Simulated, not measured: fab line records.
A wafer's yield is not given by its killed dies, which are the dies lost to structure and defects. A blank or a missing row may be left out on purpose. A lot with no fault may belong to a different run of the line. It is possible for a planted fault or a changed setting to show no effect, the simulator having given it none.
Struck lot and sound lot, side by side + flow nand_harc + 14 steps out of a route of 1159
Sound: wafers L902.2, L902.3, L902.5. Wafers L910.3, L910.4, L910.6 were the ones struck. Last of all comes the cause.
Order at every step that has rows: each side's tool, ch and its chambers, its first start. Under that, the readings that differ: sound wafers + struck wafers + difference of the means + sigmas: that difference in standard deviations of wafers without a fault.
alike: words and numbers the same on both sides, and readings whose means are apart by under 2 such deviations; not compared: readings that were withheld, readings missing a value for some wafer, numbers with overlapping values and no deviation given by the record, and bounds like >300 which may hide the same value.
Wherever a step has rows on one side only, a row that says differs or no value, or a row with sigmas, the two part there. Numbers that have no deviation but don't overlap get no sigmas and don't part them. A reading that every wafer of one side lacks parts them only if that side has two wafers or more.

NHARC_P_M1_CMP_23: polishes, t overpolish 20 s, target thk 157.82 nm.
  sound on cmp-02 ch 0,1,3, day 7 19:41; struck on cmp-01 ch 2,3, day 9 16:02
  alike: motor_current_A, time_to_endpoint_s
NHARC_P_M1_THK_MEAS_24: measures by xrf.
  sound: film_metro-01 at day 7 19:58; struck: film_metro-01 at day 9 16:21
  alike: thk_nm
after that, 1 step had no rows for these wafers: NHARC_P_M1_SRD_25.
NHARC_P_M1_INSPECT_27:
  sound: defect_inspect-02 at day 7 20:07; struck: defect_inspect-01 at day 9 16:31
  alike: raw_defect_count
NHARC_P_M1_PRE_CLEAN_32: time 12 s.
  sound on pecvd-03 ch 0,1, day 7 20:12; struck on pecvd-04 ch 0,1, day 9 16:34
  alike: heater_power_w
NHARC_P_M1_DEP_33: deposits SiCN, target thk 30 nm.
  sound on pecvd-03 ch 0,1, day 7 20:19; struck on pecvd-04 ch 0,1, day 9 16:39
  alike: heater_power_w
then, 5 steps without rows for these wafers: NHARC_P_M2_DEP_00 (deposits SiOC, target thk 182.5 nm); NHARC_P_M2_DEHYDRATE_01 (time 120 s); NHARC_P_M2_HMDS_02 (time 30 s); NHARC_P_M2_COAT_34 (time 65 s); NHARC_P_M2_COAT_03 (resist thk 90 nm).
NHARC_P_M2_SOFTBAKE_04: time 55 s.
  sound on litho_track-06 ch 0, day 7 21:00; struck on litho_track-01 ch 0, day 9 17:00
| reading                  | sound                | struck               | difference | sigmas      |
|--------------------------|----------------------|----------------------|------------|-------------|
| heater_power_total_W (W) | 188.34 188.64 188.48 | 212.44 212.56 212.42 | +23.99     | +99 or more |
then, 2 steps without rows for these wafers: NHARC_P_M2_EBR_05; NHARC_END_SORT_01.

## WHERE THEY PART
Only at NHARC_P_M2_SOFTBAKE_04, within this record.

WHY: what the simulator had put in
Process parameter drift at NHARC_P_M2_SOFTBAKE_04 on litho_track-01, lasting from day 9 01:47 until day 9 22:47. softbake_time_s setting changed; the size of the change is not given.
